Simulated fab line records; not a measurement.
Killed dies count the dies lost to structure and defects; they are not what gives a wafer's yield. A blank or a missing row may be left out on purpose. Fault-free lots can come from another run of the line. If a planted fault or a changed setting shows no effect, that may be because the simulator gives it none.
Comparing a struck lot with a sound one | flow n5 finfet | 37 out of 1938 route steps
Sound: these wafers, L724.3, L724.5, L724.6. Struck: wafers L712.1, L712.5, L712.6. The cause is given at the end.
For every step that has rows: the tool of each side, followed by ch and its chambers, followed by its first start. Under that, the readings that differ: sound wafers | struck wafers | difference of the means | sigmas: that difference in standard deviations of wafers without a fault.
alike: readings whose means differ by less than 2 such deviations, and words and numbers that are the same on both sides. not compared: withheld readings, readings that some wafer has no value for, bounds like >300 that may hide the same value, and numbers for which the record gives no deviation and whose values overlap.
A row with sigmas, a row that says differs or no value, or rows on one side alone: a step with any of these is where the two part. Numbers that have no deviation but don't overlap get no sigmas and don't part them. A reading missing from all wafers of one side parts the sides only when that side holds two or more wafers.

first, 9 steps without rows for these wafers: N5_BEOL_M4_ANNEAL_95 (time 240 s); N5_BEOL_M4_SPUTTER_96 (material Cu, target thk 4.5 nm, time 8.29 s); N5_BEOL_M4_ECD_50 (material Cu, target thk 300 nm); N5_BEOL_M4_ANNEAL_51 (time 90 s); N5_BEOL_M4_CMP_52 (polishes, stops on SiOC, t overpolish 6.8 s, target thk 40 nm); N5_BEOL_M4_PRE_CLEAN_60 (time 15 s); N5_BEOL_M4_CO_CAP_55 (material Co, precursor CCTBA/H2, target thk 2 nm, time 102.1 s); N5_BEOL_M4_PRE_CLEAN_56 (time 15 s); N5_BEOL_M4_DEP_57 (deposits SiCN from 3MS/NH3, target thk 8 nm, time 14 s).
N5_BEOL_M4_RC_MEAS_101:
  sound on prober-02 ch 0, day 11 21:23; struck on prober-02 ch 0, day 9 01:46
  alike: DIBL_N, DIBL_P, IOFF_N, IOFF_P, ION_N, ION_P, SS_N, SS_P, VT_N, VT_P
then, 24 steps without rows for these wafers: N5_BEOL_M5_ILD_DEP_00 (deposits SiCOH lowk from DEMS/porogen, target thk 140.64 nm, time 25.9 s); N5_BEOL_M5_CURE_79 (cures SiCOH lowk, time 240 s); N5_BEOL_M5_PECVD_70 (deposits SiO2 from TEOS/O2, target thk 16 nm, time 18 s); N5_BEOL_M5_HM_DEP_02 (deposits TiN, target thk 20 nm); N5_BEOL_M5_COAT_59 (time 60 s, resist thk 60 nm); N5_BEOL_M5_COAT_60 (time 60 s, resist thk 12 nm); N5_BEOL_M5_COAT_71 (time 60 s, resist thk 5 nm); N5_BEOL_M5_COAT_05 (resist thk 30 nm); N5_BEOL_M5_EBR_07; N5_BEOL_M5_SOFTBAKE_06 (time 60 s); N5_BEOL_M5_EXPOSE_08 (exposes mask M5, target cd 28 nm); N5_BEOL_M5_PEB_09 (peb time 60 s); N5_BEOL_M5_DEVELOP_10 (develop time 30 s); N5_BEOL_M5_DESCUM_16 (chemistry O2, time 7 s); N5_BEOL_M5_ETCH_72 (etches underlayer in N2/H2, target depth 6.5 nm, time 5.2 s); N5_BEOL_M5_ETCH_61 (etches SiARC in CF4, target depth 15.6 nm, time 26 s); N5_BEOL_M5_ETCH_62 (etches SOC in N2/H2, target depth 75 nm, overetch 15 nm, time 112.5 s); N5_BEOL_M5_STRIP_63 (strips in N2/H2); N5_BEOL_M5_STRIP_73 (strips in N2/H2); N5_BEOL_M5_STRIP_64 (strips in CF4); N5_BEOL_M5_HM_OPEN_17 (chemistry Cl2/BCl3, target TiN, target depth 20 nm, overetch 6 nm); N5_BEOL_M5_STRIP_19 (strips in O2); N5_BEOL_M5_COAT_65 (time 60 s, resist thk 60 nm); N5_BEOL_M5_COAT_66 (time 60 s, resist thk 12 nm).
N5_BEOL_M8_ETCH_66: etches SOC in N2/H2, target depth 80 nm, overetch 16 nm, time 120 s.
  sound on rie diel-05 ch 1,2, day 13 07:02; struck on rie diel-01 ch 0,2,3, day 10 15:26
  no value came back on the struck wafers for any of 7 readings (bias w (W), chamber pressure mTorr (mTorr) and others); on the sound wafers bias w (W) reads 150.3 150.3 149.4
  reading                                         | sound       | struck   | difference | sigmas
  model.CAR-EUV_of_BEOL_M8_COAT_22.thk nm (nm)    | 0 0 0       | 11 11 11 | +11        |
  model.SiARC_of_BEOL_M8_COAT_64.thk nm (nm)      | 6.4 6.6 6.4 | 12 12 12 | +6         |
  model.underlayer_of_BEOL_M8_COAT_71.thk nm (nm) | 0 0 0       | 5 5 5    | +5         |
  not compared: rf hours counter h
N5_BEOL_M8_VIA_ETCH_34: etches SiCOH lowk in C4F6/O2, target depth 125.5 nm, time 50.5 s.
  sound on rie diel-05 ch 1,2, day 13 07:08; struck on rie diel-01 ch 0,2,3, day 10 15:32
  reading               | sound          | struck         | difference | sigmas
  oes product au (a.u.) | 0.72 0.72 0.82 | 0.28 0.32 0.27 | -0.46      | -7
  alike: C4F6_flow_sccm, O2_flow_sccm, drypump motor current A, rf vpp V, showerhead plenum p Torr, throttle valve pct
  not compared: rf hours counter h
-- the record jumps here: 3 days lie between the struck wafers' starts before and after (it left off in module BEOL_M8 and takes up again in module PASSIVATION, whose first step shown is number 1936 of the route) --
N5_PASSIVATION_PROBE_49:
  record: rows for the struck wafers here (prober-02, day 13 18:31), none for the sound ones

WHERE THEY PART
First at N5_BEOL_M8_ETCH_66; last, within this record, at N5_PASSIVATION_PROBE_49.

WHY: whatever the simulator had introduced
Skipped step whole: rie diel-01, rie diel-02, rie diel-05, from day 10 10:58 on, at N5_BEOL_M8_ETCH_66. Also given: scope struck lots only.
